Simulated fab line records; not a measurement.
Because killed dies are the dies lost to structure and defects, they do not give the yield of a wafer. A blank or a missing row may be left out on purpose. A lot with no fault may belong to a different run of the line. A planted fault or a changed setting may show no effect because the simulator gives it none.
Lot-split experiment :: flow n5 finfet :: on a route of 1938 steps: 7 lots, 39 wafers read

ON THE SPLIT
At N5_SD_EPI_N_EPI_21 (deposits Si:P, time 690 s), the setting time s was moved away from the recipe's 690 s on 12 of the 39 wafers read, by -49.8% to +57.1%. This setting was run at the recipe's value on the other wafers.

FROM THE SPLIT TO THE READING: what the file shows between them, 5 steps
- N5_SD_EPI_N_EPI_MEAS_23
- N5_SD_EPI_N_PRECLEAN_24: cleans in O3/DIW, time 60 s
- N5_SD_EPI_N_SRD_25: time 30 s
- N5_SD_EPI_P_HM_STRIP_48: strips SiNx in H3PO4, material SiNx, target depth 3 nm
- N5_SD_EPI_P_SRD_49: time 30 s

THE READING
Si-P_of_SD_EPI_N_EPI_21.thk nm (the simulator's own value, which no gauge read), in nm, at N5_SD_EPI_P_PRECLEAN_24 (cleans in O3/DIW, time 45 s). No usual value for it is given in the file. Here, 27 wafers ran the recipe; their average is 58.1 nm with a standard deviation of 0.58 nm.

wafer: L080.1
tool, chamber at the split: epi rpcvd-02, 0
time s as run, s: 690
against the recipe: recipe
Si-P_of_SD_EPI_N_EPI_21.thk nm, nm: 57.4
against lot-mates on the recipe: -

wafer: L080.2
tool, chamber at the split: epi rpcvd-02, 0
time s as run, s: 690
against the recipe: recipe
Si-P_of_SD_EPI_N_EPI_21.thk nm, nm: 57.4
against lot-mates on the recipe: -

wafer: L080.5
tool, chamber at the split: epi rpcvd-02, 0
time s as run, s: 690
against the recipe: recipe
Si-P_of_SD_EPI_N_EPI_21.thk nm, nm: 57.4
against lot-mates on the recipe: -

wafer: L080.3
tool, chamber at the split: epi rpcvd-02, 0
time s as run, s: 690
against the recipe: recipe
Si-P_of_SD_EPI_N_EPI_21.thk nm, nm: 58
against lot-mates on the recipe: -

wafer: L080.4
tool, chamber at the split: epi rpcvd-02, 0
time s as run, s: 690
against the recipe: recipe
Si-P_of_SD_EPI_N_EPI_21.thk nm, nm: 57.8
against lot-mates on the recipe: -

wafer: L080.6
tool, chamber at the split: epi rpcvd-02, 0
time s as run, s: 690
against the recipe: recipe
Si-P_of_SD_EPI_N_EPI_21.thk nm, nm: 56.8
against lot-mates on the recipe: -

wafer: L082.1
tool, chamber at the split: epi rpcvd-02, 0
time s as run, s: 690
against the recipe: recipe
Si-P_of_SD_EPI_N_EPI_21.thk nm, nm: 59.2
against lot-mates on the recipe: -

wafer: L082.5
tool, chamber at the split: epi rpcvd-02, 0
time s as run, s: 690
against the recipe: recipe
Si-P_of_SD_EPI_N_EPI_21.thk nm, nm: 59.2
against lot-mates on the recipe: -

wafer: L082.2
tool, chamber at the split: epi rpcvd-02, 0
time s as run, s: 346.6
against the recipe: -49.8%
Si-P_of_SD_EPI_N_EPI_21.thk nm, nm: 32.2
against lot-mates on the recipe: -26.9

wafer: L082.3
tool, chamber at the split: epi rpcvd-02, 0
time s as run, s: 346.6
against the recipe: -49.8%
Si-P_of_SD_EPI_N_EPI_21.thk nm, nm: 31.8
against lot-mates on the recipe: -27.3

wafer: L082.4
tool, chamber at the split: epi rpcvd-02, 0
time s as run, s: 346.6
against the recipe: -49.8%
Si-P_of_SD_EPI_N_EPI_21.thk nm, nm: 31.8
against lot-mates on the recipe: -27.3

wafer: L082.6
tool, chamber at the split: epi rpcvd-02, 0
time s as run, s: 690
against the recipe: recipe
Si-P_of_SD_EPI_N_EPI_21.thk nm, nm: 58.8
against lot-mates on the recipe: -

wafer: L088.1
tool, chamber at the split: epi rpcvd-03, 0
time s as run, s: 690
against the recipe: recipe
Si-P_of_SD_EPI_N_EPI_21.thk nm, nm: 58.2
against lot-mates on the recipe: -

wafer: L088.3
tool, chamber at the split: epi rpcvd-03, 0
time s as run, s: 690
against the recipe: recipe
Si-P_of_SD_EPI_N_EPI_21.thk nm, nm: 58.2
against lot-mates on the recipe: -

wafer: L088.2
tool, chamber at the split: epi rpcvd-03, 0
time s as run, s: 690
against the recipe: recipe
Si-P_of_SD_EPI_N_EPI_21.thk nm, nm: 57.8
against lot-mates on the recipe: -

wafer: L088.6
tool, chamber at the split: epi rpcvd-03, 0
time s as run, s: 690
against the recipe: recipe
Si-P_of_SD_EPI_N_EPI_21.thk nm, nm: 57.8
against lot-mates on the recipe: -

wafer: L088.4
tool, chamber at the split: epi rpcvd-03, 0
time s as run, s: 690
against the recipe: recipe
Si-P_of_SD_EPI_N_EPI_21.thk nm, nm: 59
against lot-mates on the recipe: -

wafer: L088.5
tool, chamber at the split: epi rpcvd-03, 0
time s as run, s: 690
against the recipe: recipe
Si-P_of_SD_EPI_N_EPI_21.thk nm, nm: 58
against lot-mates on the recipe: -

wafer: L092.2
tool, chamber at the split: epi rpcvd-03, 0
time s as run, s: 690
against the recipe: recipe
Si-P_of_SD_EPI_N_EPI_21.thk nm, nm: 57.8
against lot-mates on the recipe: -

wafer: L092.3
tool, chamber at the split: epi rpcvd-03, 0
time s as run, s: 690
against the recipe: recipe
Si-P_of_SD_EPI_N_EPI_21.thk nm, nm: 57.6
against lot-mates on the recipe: -

wafer: L092.6
tool, chamber at the split: epi rpcvd-03, 0
time s as run, s: 690
against the recipe: recipe
Si-P_of_SD_EPI_N_EPI_21.thk nm, nm: 58.4
against lot-mates on the recipe: -

wafer: L094.1
tool, chamber at the split: epi rpcvd-02, 0
time s as run, s: 1062
against the recipe: +53.9%
Si-P_of_SD_EPI_N_EPI_21.thk nm, nm: 78.8
against lot-mates on the recipe: +20.8

wafer: L094.4
tool, chamber at the split: epi rpcvd-02, 0
time s as run, s: 1062
against the recipe: +53.9%
Si-P_of_SD_EPI_N_EPI_21.thk nm, nm: 78.8
against lot-mates on the recipe: +20.8

wafer: L094.2
tool, chamber at the split: epi rpcvd-02, 0
time s as run, s: 690
against the recipe: recipe
Si-P_of_SD_EPI_N_EPI_21.thk nm, nm: 58
against lot-mates on the recipe: -

wafer: L094.3
tool, chamber at the split: epi rpcvd-02, 0
time s as run, s: 1062
against the recipe: +53.9%
Si-P_of_SD_EPI_N_EPI_21.thk nm, nm: 77.2
against lot-mates on the recipe: +19.2

wafer: L094.5
tool, chamber at the split: epi rpcvd-02, 0
time s as run, s: 690
against the recipe: recipe
Si-P_of_SD_EPI_N_EPI_21.thk nm, nm: 58.4
against lot-mates on the recipe: -

wafer: L094.6
tool, chamber at the split: epi rpcvd-02, 0
time s as run, s: 690
against the recipe: recipe
Si-P_of_SD_EPI_N_EPI_21.thk nm, nm: 57.6
against lot-mates on the recipe: -

wafer: L095.1
tool, chamber at the split: epi rpcvd-03, 0
time s as run, s: 796.8
against the recipe: +15.5%
Si-P_of_SD_EPI_N_EPI_21.thk nm, nm: 65.8
against lot-mates on the recipe: +7.3

wafer: L095.2
tool, chamber at the split: epi rpcvd-03, 0
time s as run, s: 690
against the recipe: recipe
Si-P_of_SD_EPI_N_EPI_21.thk nm, nm: 58.4
against lot-mates on the recipe: -

wafer: L095.4
tool, chamber at the split: epi rpcvd-03, 0
time s as run, s: 690
against the recipe: recipe
Si-P_of_SD_EPI_N_EPI_21.thk nm, nm: 58.4
against lot-mates on the recipe: -

wafer: L095.3
tool, chamber at the split: epi rpcvd-03, 0
time s as run, s: 690
against the recipe: recipe
Si-P_of_SD_EPI_N_EPI_21.thk nm, nm: 58.6
against lot-mates on the recipe: -

wafer: L095.5
tool, chamber at the split: epi rpcvd-03, 0
time s as run, s: 796.8
against the recipe: +15.5%
Si-P_of_SD_EPI_N_EPI_21.thk nm, nm: 65.2
against lot-mates on the recipe: +6.7

wafer: L095.6
tool, chamber at the split: epi rpcvd-03, 0
time s as run, s: 796.8
against the recipe: +15.5%
Si-P_of_SD_EPI_N_EPI_21.thk nm, nm: 65.2
against lot-mates on the recipe: +6.7

wafer: L097.1
tool, chamber at the split: epi rpcvd-01, 0
time s as run, s: 690
against the recipe: recipe
Si-P_of_SD_EPI_N_EPI_21.thk nm, nm: 57.4
against lot-mates on the recipe: -

wafer: L097.2
tool, chamber at the split: epi rpcvd-01, 0
time s as run, s: 1084
against the recipe: +57.1%
Si-P_of_SD_EPI_N_EPI_21.thk nm, nm: 79
against lot-mates on the recipe: +21.1

wafer: L097.3
tool, chamber at the split: epi rpcvd-01, 0
time s as run, s: 1084
against the recipe: +57.1%
Si-P_of_SD_EPI_N_EPI_21.thk nm, nm: 79.2
against lot-mates on the recipe: +21.3

wafer: L097.4
tool, chamber at the split: epi rpcvd-01, 0
time s as run, s: 1084
against the recipe: +57.1%
Si-P_of_SD_EPI_N_EPI_21.thk nm, nm: 79.6
against lot-mates on the recipe: +21.7

wafer: L097.5
tool, chamber at the split: epi rpcvd-01, 0
time s as run, s: 690
against the recipe: recipe
Si-P_of_SD_EPI_N_EPI_21.thk nm, nm: 58.4
against lot-mates on the recipe: -

wafer: L097.6
tool, chamber at the split: epi rpcvd-01, 0
time s as run, s: 690
against the recipe: recipe
Si-P_of_SD_EPI_N_EPI_21.thk nm, nm: 58
against lot-mates on the recipe: -

FIT RESULTS
A straight line over all 39 wafers: Si-P_of_SD_EPI_N_EPI_21.thk nm changes by +0.425 nm for each +1% of time s; r = +0.99; the points scatter about the line by 1.8 nm.
The same after taking each lot's own level away (the mean of its wafers on the recipe; 39 wafers): +0.432 nm for each +1%; r = +0.99; scatter 1.9 nm.
According to that fit, moving time s by its largest amount changes the reading by 25 nm.
The lots' own levels span 57.47 to 59.07 nm, that is 2.8 times the standard deviation above.
So the lot-to-lot level changes the slope little: the two slopes agree.
Check: for one of the wafers moved furthest among these (+57.1%), held out of the fit, the line's prediction against its lot-mates is +24.2 nm. Against them it came out at +21.1 nm.

OTHER SPLITS ON THESE WAFERS
Other splits were also applied to these wafers ahead of the reading. Each is held against what the fit with the lots' levels taken away leaves over:
other split on the same wafers: N5_FIN_SAQP_PECVD_06 time s
wafers away from the commonest value: 15
r with Si-P_of_SD_EPI_N_EPI_21.thk nm (lot level and that fit taken away): +0.44

THE WHOLE CHAIN: every reading that the file lists as answering this split, in the file's order
step: N5_SD_EPI_N_EPI_21
what it does: deposits Si:P, time 690 s
reading: Si-P_of_SD_EPI_N_EPI_21.thk nm (the simulator's own value, which no gauge read)
change (the file's fit): +0.43 nm for each +1% of the setting
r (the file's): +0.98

step: N5_SD_EPI_N_EPI_MEAS_23
what it does: 
reading: thk nm
change (the file's fit): withheld for each +1% of the setting
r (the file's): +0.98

step: N5_SD_EPI_P_PRECLEAN_24
what it does: cleans in O3/DIW, time 45 s
reading: Si-P_of_SD_EPI_N_EPI_21.thk nm (the simulator's own value, which no gauge read)
change (the file's fit): +0.424 nm for each +1% of the setting
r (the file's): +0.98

FILE'S OWN FIT
Si-P_of_SD_EPI_N_EPI_21.thk nm changes by +0.424 nm for each +1% of time s, r = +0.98.
